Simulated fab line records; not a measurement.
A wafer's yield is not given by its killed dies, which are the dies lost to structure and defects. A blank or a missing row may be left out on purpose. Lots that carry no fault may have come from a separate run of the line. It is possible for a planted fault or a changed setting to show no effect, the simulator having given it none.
Which tool was responsible?    flow nand harc    route of 1302 steps, sampled at 1 step: 12 lots, 36 wafers

WHAT THE GAUGES SHOWED, per wafer
NHARC_A_CHANNEL_HOLE_D1_OVL_MEAS_11.
lot   measured      on          overlay x nm (nm)  overlay y nm (nm)
L193  day 8 11:47   overlay-02  0.9 0.1 1.1        -0.1 -0.2 -0.1
L198  day 10 11:51  overlay-01  0.0 -0.1 -0.4      -0.2 -0.1 -0.1
L203  day 12 19:28  overlay-02  -0.6 -1.0 -1.0     -0.9 -0.9 -0.7
L204  day 13 14:58  overlay-01  -1.2 -0.8 -1.0     0.8 0.7 0.7
L207  day 14 09:41  overlay-02  0.1 -0.6 -0.4      1.3 1.5 0.7
L208  day 14 09:59  overlay-01  0.0 0.0 0.1        -1.7 -1.2 -1.9
L209  day 15 09:13  overlay-02  0.8 1.2 0.4        0.1 0.5 0.7
L212  day 16 10:02  overlay-01  -0.4 -0.8 0.1      -1.1 -0.2 -0.7
L213  day 16 21:41  overlay-01  1.7 1.3 1.3        0.1 -0.4 0.1
L214  day 17 10:58  overlay-01  1.1 0.4 0.0        0.2 -0.5 -0.5
L215  day 17 22:02  overlay-01  1.2 1.8 1.3        -0.9 -1.3 -0.6
L216  day 17 22:20  overlay-02  0.5 0.7 0.1        -0.4 -0.1 -0.3

EACH LOT AND THE TOOL THAT RAN IT (in order: tool; ch and the chambers of the sampled wafers; start)
There is no process step in the record ahead of these readings.

WHAT THE TOOLS THEMSELVES READ (means of the sampled wafers that have a number; where no wafer has one, the mark that the record gives instead)
The record holds no such reading with a usual standard deviation.

THE ANSWER, worked out from the rows above alone
Rule: the usual values come from the lots themselves. The widest of any qualifying gaps counts: lots, ordered by their means at a reading, are off when they make up no more than a third of the lots, leave a main group of 4 or more, and stand apart from it by 3 or more times the standard deviation of that group's means. A main group whose means are all the same, to the digits that the tables above print for the reading, isn't used. Also off: a lot with no number at a reading for which 4 or more lots have one. All remaining lots with rows at the step are treated as sound. Order of review: gauges by route order, followed by the tools' own readings, for which a lot's mean as printed above is used. The first step at which some lot is off is used, and at that step the reading that is off furthest; a lot without a number counts as furthest.
No lot is off at any reading shown: from this, nothing can be told.

WHAT WAS PUT IN BY THE SIMULATOR
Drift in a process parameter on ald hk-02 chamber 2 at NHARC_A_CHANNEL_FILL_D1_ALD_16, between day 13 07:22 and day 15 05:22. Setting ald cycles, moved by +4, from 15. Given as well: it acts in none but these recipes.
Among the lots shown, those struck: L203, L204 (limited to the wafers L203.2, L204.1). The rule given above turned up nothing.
